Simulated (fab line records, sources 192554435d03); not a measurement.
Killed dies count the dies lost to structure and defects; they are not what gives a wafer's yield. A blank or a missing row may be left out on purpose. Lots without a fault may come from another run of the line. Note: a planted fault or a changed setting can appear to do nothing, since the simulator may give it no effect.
fab line records	flow n5-finfet
[record] lots = 4	wafers = 12	last-day = 18
route steps=1938 shown BEOL_M10@1499 BEOL_M11@1536 PASSIVATION@1936
lots that met no fault: from a run of the same line without faults
start-h: start of the lot's first displayed wafer, in hours after the record's first day	wait-h: hours elapsed since this lot's preceding step	" repeats the value in the row above	L1.1+2: several wafers, shown together as one row	- no value present, or no start provided	* or withheld: withheld	< > ~ a bound
route shown NAME@n: NAME is a module with steps in the file, n the number in the route of the first one	usual: mean/standard deviation taken from wafers without a fault	same: alike in all rows	chamber/n: place in a boat	sites: readings site by site	_std_site: their standard deviation	_edge_site: outer sites' mean less inner sites'	radius-mm: for every site, how far away it sits from the centre of the wafer	mask NAME#n: copy n	behind: the most recent tool/chamber to have shaped the wafer	hold: what put the lot on hold/how long, in hours/how the hold closed	device: the transistor (n, p or np) that didn't switch	end of line: tests run on the same wafers once the route is complete	a step without rows: its recipe alone	killed: the dies lost at the first sort to structure and to defects; this is not the yield of the wafer	map: a wafer's dies, marking killed ones x, the rest . and places with no die _
set.NAME: the setting as run; set.NAME@STEP: as run at that earlier step	model.NAME: the simulator's own value behind a step, which no gauge read
certain route steps with their lots: each step a table, each wafer a row
services: the hour from which a tool's chamber was out of use, counted from the record's first day as start-h (under 0 if before that day), plus the number of hours and why
[[steps]]
[step N5_BEOL_M10_EXPOSE_25]
[recipe] mask-id = V9	na = 1.35	source-shape = annular	sigma-inner = 0.5	sigma-outer = 0.8	polarization = unpolarized	dose-mj = 85.5
[step N5_BEOL_M10_PEB_26]
[recipe] peb-temp-c = withheld	peb-time-s = 60	resist = CAR-ArF
[step N5_BEOL_M10_DEVELOP_27]
[recipe] develop-time-s = 30	developer = TMAH	resist = CAR-ArF	rinse-liquid = diw	dry = air-spin	dev-temp-c = 23
[step N5_BEOL_M10_DESCUM_33]
[recipe] chemistry = O2	time-s = 7.9	source-power-w = 50	bias-power-w = 20	pressure-mtorr = 20	rf-frequency-hz = 2.712e+07	temp-c = 40	resist = CAR-ArF	o2-flow-sccm = 225
[step N5_BEOL_M10_ETCH_65]
[recipe] chemistry = CF4	target = SiARC	target-depth-a = 390	mask-material = CAR-ArF	time-s = 65	ion-energy-ev = 80	pressure-mtorr = 40	source-w = 545	bias-w = 36	Ar_flow_sccm = 100	cf4-flow-sccm = 100	ends = cleared
[step N5_BEOL_M10_ETCH_66]
[recipe] chemistry = N2/H2	target = SOC	target-depth-a = 1200	overetch-a = 240	mask-material = SiARC	temp-c = 40	time-s = 180	ion-energy-ev = 200	pressure-mtorr = 30	source-w = 840	bias-w = 150	n2-flow-sccm = 200	h2-flow-sccm = 200
[step N5_BEOL_M10_STRIP_69]
[recipe] chemistry = N2/H2	temp-c = 40	n2-flow-sccm = 200	h2-flow-sccm = 200	rf-frequency-hz = 6e+07
[step N5_BEOL_M10_VIA_ETCH_34]
[recipe] chemistry = C4F6/O2	target = SiCOH_lowk	target-depth-a = 1845	mask-material = SOC	taper-deg = 4	time-s = 69.2	ion-energy-ev = 250	pressure-mtorr = 30	source-w = 345	bias-w = 185	Ar_flow_sccm = 300	C4F6_flow_sccm = 10	O2_flow_sccm = 10
[step N5_BEOL_M10_STRIP_73]
[recipe] chemistry = C4F6/O2	resist = SiARC	rf-frequency-hz = 6e+07
[step N5_BEOL_M10_STRIP_36]
[recipe] chemistry = N2/H2	power-w = 450	temp-c = 40	pressure-mtorr = 20	rf-frequency-hz = 6e+07	overash-fraction = 0.3	bias-power-w = 7	h2-frac = 0.5	n2-flow-sccm = 200	h2-flow-sccm = 200
[usual] chamber-pressure-mTorr = 20.00/0.038	drypump-motor-current-A = 5.5/0.34	oes-product-au = 0.82/0.067	rf-vpp-V = 59.3/2.1	showerhead-plenum-p-Torr = 2.55/0.086	temp-c = 40.00/0.09	throttle-valve-pct = 23.7/0.37
lot.wafer	tool	chamber	start-h	wait-h	chamber-pressure-mTorr	drypump-motor-current-A	oes-product-au	rf-hours-counter-h	rf-vpp-V	showerhead-plenum-p-Torr	temp-c	throttle-valve-pct
L430.3	rie-diel-04	0	224.19	0.0	19.94	5.4	0.79	80	57.2	2.69	39.96	24.1
L430.4	"	2	"	"	20.02	5.7	0.83	62	59.5	2.58	39.96	23.2
L430.6	"	3	"	"	20.05	5.6	0.87	-	62.5	2.58	40.05	23.1
L438.2	rie-diel-03	0	271.83	0.0	20.04	5.1	0.84	77	62.7	2.46	39.91	23.6
L438.3	"	1	"	"	19.92	5.6	0.92	15	60.7	2.49	39.94	23.3
L438.4	"	2	"	"	19.99	5.6	0.84	63	54.1	2.68	39.95	23.3
L437.1	rie-diel-03	2	275.49	0.0	20.04	5.7	0.84	65	63.3	2.68	39.97	23.2
L437.2	"	0	"	"	19.98	5.0	0.81	78	61.0	2.46	39.99	23.7
L437.6	"	2	"	"	19.98	5.7	0.82	-	56.3	2.68	39.96	23.3
L449.1	rie-diel-03	0	363.91	0.0	19.93	5.0	0.80	110	58.5	2.45	39.96	23.7
L449.3	"	3	"	"	20.00	5.7	0.85	59	59.5	2.59	40.03	24.1
L449.5	"	0	"	"	19.98	5.0	0.80	-	60.9	2.45	39.96	23.7
[step N5_BEOL_M10_TRENCH_ETCH_37]
[recipe] chemistry = C4F6/O2	target-depth-a = 1488.3	target = SiCOH_lowk	time-s = 48	ion-energy-ev = 250	pressure-mtorr = 30	source-w = 345	bias-w = 185	Ar_flow_sccm = 300	C4F6_flow_sccm = 10	O2_flow_sccm = 10
[step N5_BEOL_M10_ETCH_41]
[recipe] chemistry = CH3F/O2	target = SiCN	target-depth-a = 426	taper-deg = 2	time-s = 86	ion-energy-ev = 120	mask-material = TiN	pressure-mtorr = 30	source-w = 395	bias-w = 75	Ar_flow_sccm = 150	CH3F_flow_sccm = 30	O2_flow_sccm = 20
[step N5_BEOL_M10_STRIP_77]
[recipe] chemistry = N2/H2	time-s = 10	power-w = 450	temp-c = 40	pressure-mtorr = 20	rf-frequency-hz = 6e+07	bias-power-w = 7	n2-flow-sccm = 200	h2-flow-sccm = 200
[step N5_BEOL_M10_HM_STRIP_39]
[recipe] chemistry = peroxide-tin-strip	material = TiN	target-depth-a = 250	temp-c = 50	time-s = 158
[step N5_BEOL_M10_SRD_40]
[recipe] time-s = 30	temp-c = 23	rinse-liquid = diw	dry = ipa-marangoni
[step N5_BEOL_M10_PRECLEAN_42]
[recipe] chemistry = residue-remover	time-s = 60	temp-c = 40
[step N5_BEOL_M10_SRD_43]
[recipe] time-s = 30	temp-c = 23	rinse-liquid = diw	dry = ipa-marangoni
[step N5_BEOL_M10_CURE_72]
[recipe] temp-c = 370	time-s = 120	ambient = DMADMS/He	material = SiCOH_lowk
[step N5_BEOL_M10_DEGAS_44]
[recipe] ambient = vacuum	temp-c = 250	time-s = 60
[step N5_BEOL_M10_PRE_CLEAN_45]
[recipe] gas = H2/He	time-s = 30	temp-c = 250
[step N5_BEOL_M10_ALD_74]
[recipe] material = TaN	target-thk-a = 20	temp-c = 275	ald-precursor-family = PDMAT	ald-co-reactant = NH3	pressure-torr = 3	carrier-flow-sccm = 1500	pulse-time-s = 2	purge-time-s = 3	co-reactant-purge-time-s = 2	co-reactant-pulse-time-s = 3	ald-cycles = 40	precursor-vessel-temp-c = 75	precursor-vessel-pressure-torr = 26.25	precursor-vessel-carrier-sccm = 1000
[step N5_BEOL_M10_SURFACE_TREAT_76]
[recipe] gas = Ar	time-s = *	ion-energy-ev = *	ion-current-ma-cm2 = 0.5	pressure-mtorr = *	ar-flow-sccm = 30
[step N5_BEOL_M10_CVD_75]
[recipe] material = Co	target-thk-a = 20	temp-c = withheld	precursor = CCTBA/H2	pressure-torr = 30	time-s = 138.9
[step N5_BEOL_M10_SPUTTER_48]
[recipe] material = Cu	target-thk-a = 120	temp-c = -20	bias-v = 60	power-w = 26000	chamber-pressure-pa = 0.13	time-s = 2
[step N5_BEOL_M10_ECD_50]
[recipe] material = Cu	target-thk-a = 3180
[step N5_BEOL_M10_ANNEAL_51]
[recipe] temp-c = 225	time-s = 90	ambient = N2
[step N5_BEOL_M10_CMP_52]
[recipe] stop-on = SiCOH_lowk	t-overpolish-s = 7	down-force-psi = 1	platen-rpm = 50	clearing-platen-down-force-psi = 1.5	clearing-platen-rpm = 50	post-cmp-clean = cu-alkaline	target-thk-nm = 140	clearing-platen-pad-velocity-m-s = 0.99484	pad-velocity-m-s = 0.99484
[step N5_BEOL_M10_PRE_CLEAN_55]
[recipe] gas = NH3	time-s = 15	temp-c = withheld	rf-power-w = 300
[step N5_BEOL_M10_DEP_56]
[recipe] material = SiCN	target-thk-a = 150	temp-c = withheld	precursor = 3MS/NH3	pressure-torr = 3	rf-w = 202	time-s = 26.5
[step N5_BEOL_M11_ILD_DEP_00]
[recipe] material = SiCOH_lowk	target-thk-a = 3085.1	temp-c = 300	precursor = DEMS/porogen	pressure-torr = 5	rf-w = 500	time-s = 58
[step N5_BEOL_M11_CURE_71]
[recipe] temp-c = 385	time-s = 240	ambient = He/Ar	material = SiCOH_lowk
[step N5_BEOL_M11_PECVD_70]
[recipe] material = SiO2	target-thk-a = 200	temp-c = 400	precursor = TEOS/O2	pressure-torr = 5.5	rf-w = 450	teos-flow-sccm = 53.8	gas = O2	flow-sccm = 3000	time-s = 22.7
[step N5_BEOL_M11_HM_DEP_02]
[recipe] material = TiN	target-thk-a = 200	temp-c = 25	chamber-pressure-pa = 0.49996
[step N5_PASSIVATION_PROBE_49]
[usual] defect-limited-yield = 91.4/1.6	killed_at_M0_to_M3 = 34/12	killed_at_M4_up = 13/5.2	killed-at-contacts = 11/5.5	killed-at-front-end = 40/13	killed-at-other = 3.4/2.7	killed-dies = 102/19	killed-on-rim = 13/4.3	killed-open = 66/15	killed-short = 33/7.9	sort_bin_5_function = 5.1/1.1	sort_bin_6_memory = 3.2/0.7	sort-n-pass = 1078/19	sort-yield-pct = 91.4/1.6
[same] gross-dies = 1180	killed-at-back-side = 0	sort_bin_4_leakage[%] = 0	sort_bin_8_speed[%] = 0
lot.wafer	tool	chamber	start-h	wait-h	defect-limited-yield[%]	killed_at_M0_to_M3	killed_at_M4_up	killed-at-contacts	killed-at-front-end	killed-at-other	killed-dies	killed-on-rim	killed-open	killed-short	sort_bin_5_function[%]	sort_bin_6_memory[%]	sort-n-pass	sort-yield-pct[%]
L438.4	prober-02	-	321.82	0.2	84.0	31	103	8	41	6	189	24	65	26	10.2	3.0	991	84.0
L437.1	prober-02	-	328.00	0.0	82.8	43	115	4	40	1	203	28	66	29	9.9	4.4	977	82.8
L437.6	prober-02	-	328.25	0.3	84.5	33	114	12	22	2	183	29	53	27	9.7	3.5	997	84.5
// killed by level:class
L438.4 BEOL_M10:unspecified=97 STI_FIN_REVEAL:geometric-particle:open=18 BEOL_M0_SAQP:geometric-particle:open=9 BEOL_M0_SAQP:geometric-particle:short=8 MOL_CONTACT_COAG:geometric-particle:open=7 BEOL_M2:geometric-particle:open=7 STARTING-WAFER:geometric-particle:open=6 FIN_SAQP:geometric-particle:short=4
L437.1 BEOL_M10:unspecified=107 FIN_SAQP:geometric-particle:short=15 BEOL_M2:geometric-particle:open=12 STI_FIN_REVEAL:geometric-particle:open=9 BEOL_M1:geometric-particle:open=9 BEOL_M3:geometric-particle:open=8 GATE_CUT:geometric-particle:open=6 BEOL_M0_SAQP:geometric-particle:short=6
L437.6 BEOL_M10:unspecified=103 BEOL_M0_SAQP:geometric-particle:open=9 MOL_CONTACT_COAG:geometric-particle:open=8 FIN_SAQP:geometric-particle:open=6 BEOL_M0_SAQP:geometric-particle:short=6 STI_FIN_REVEAL:geometric-particle:open=5 BEOL_M2:geometric-particle:open=5 BEOL_M4:geometric-particle:open=5
// map L437.1 (x killed, . not)
_________________.xxxxxxxxxxx________________
______________....xxxxxxxxxxxx.._____________
___________...x..xxxxxxxxxxxxxxxx..__________
__________..x.x.xx.xxxxxxxxxxxx....._________
________........xxxxxxxxxxxxxxxx......_______
_______...x.x.....x.xxxxxxxxxxx..x.....______
______x..............x.xxxxxx..x........_____
_____.............x.xxxxxxx.xxxx.x.......____
____......x......x....x..xx...........xx..___
___.............x..x.x.xx..xxxx..xx..x.....__
___..x..........xx..x........x......x......__
__..........x.x..x.........................._
__...........x...x...x........x.x....x......_
_...................x.....x..................
_......x.......................x........x...x
_.x......x...............x...................
_...................x.....x...x........x.....
_xx.......x...............................x.x
_.x..................................x...x...
_x..........x.........x.....................x
_.....x................x...x.................
__............xxx.x.........xx.............._
__....x......x...............x....x........._
___xx......................................__
___.x....x....x........................x...__
____...x............x.....................___
_____............x............xx.........____
______..............................x..._____
_______....................x...........______
________.........xx................x.._______
__________........x................._________
___________...........x............__________
______________x............x...._____________
_________________...x......x.________________
// map L438.4 (x killed, . not)
_________________x.xxxxxxxxxx________________
______________x...xxxxxxxxxxxxxx_____________
___________.......xxxxxxxxxxxx..x..__________
__________..x....xxxxxxxxxxxxxx....._________
________.......xxxxxxxxxxxxxxxx..x...._______
_______.....x....xxxxxxxxxxxx..x.......______
______.............xxxxxxxxxxx....x.x..._____
_____.x......x........x..xxx..x.....x...x____
____x...............x....xxxx..x..x....x..___
___....x...x..x.....xx..x..........x......x__
___.x.......x....................x.........__
__.........................................._
__.x.......x..................x............._
_.....................................x......
_..................x......x..................
_..............x......................x......
_.....x......x...x.............x.............
_.........x..................................
_.x.......................................x..
_.....x......x.x............x................
_...x.x............x......x...x..............
__...x..x......x........................x..._
__....x.........x...............x..........._
___...x...............................xx...__
___..................x.....x....x..........__
____.....x.....................xx.........___
_____..x.................................____
______............x.......x.x.xx....x..._____
_______..........x.x...............x..x______
________....x............xx.x....x...._______
__________......x.....x............._________
___________.x..x...................__________
______________...........x......_____________
_________________...x........________________
[[services]]
tool	chamber	start-h	hours	kind
rie-diel-03	1	211.40	-	clean
rie-diel-03	1	211.40	-	consumable-replace:focus-ring
rie-diel-03	1	211.40	17.4	scheduled-down
rie-diel-03	1	211.40	17.4	vent-cycle
rie-diel-03	2	276.78	12.1	repair
rie-diel-03	1	329.69	7.5	repair
rie-diel-03	3	332.74	11.1	repair
rie-diel-03	-	344.70	2.8	pm
rie-diel-03	2	362.19	4.5	repair
[[key]]
[first-sign] step = N5_PASSIVATION_PROBE_49	reading = killed_at_M4_up	direction = up	sigmas = 19	usual = 13	struck = 111
[effect] step = N5_PASSIVATION_PROBE_49	reading = killed-dies	direction = up	sigmas = 4.6	usual = 102	struck = 192
[more-kills-born-at] N5_BEOL_M10_STRIP_36@rie-diel-03 = 307
met-at N5_BEOL_M10_STRIP_36
struck-wafers L437.1,L437.6,L438.4
[fault] kind = chamber-particle-source	tool = rie-diel-03	chamber = 2	onset-h = 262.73	steps = N5_BEOL_M10_STRIP_36	rate-per-visit-cm2 = 1.0711	end-h = 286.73
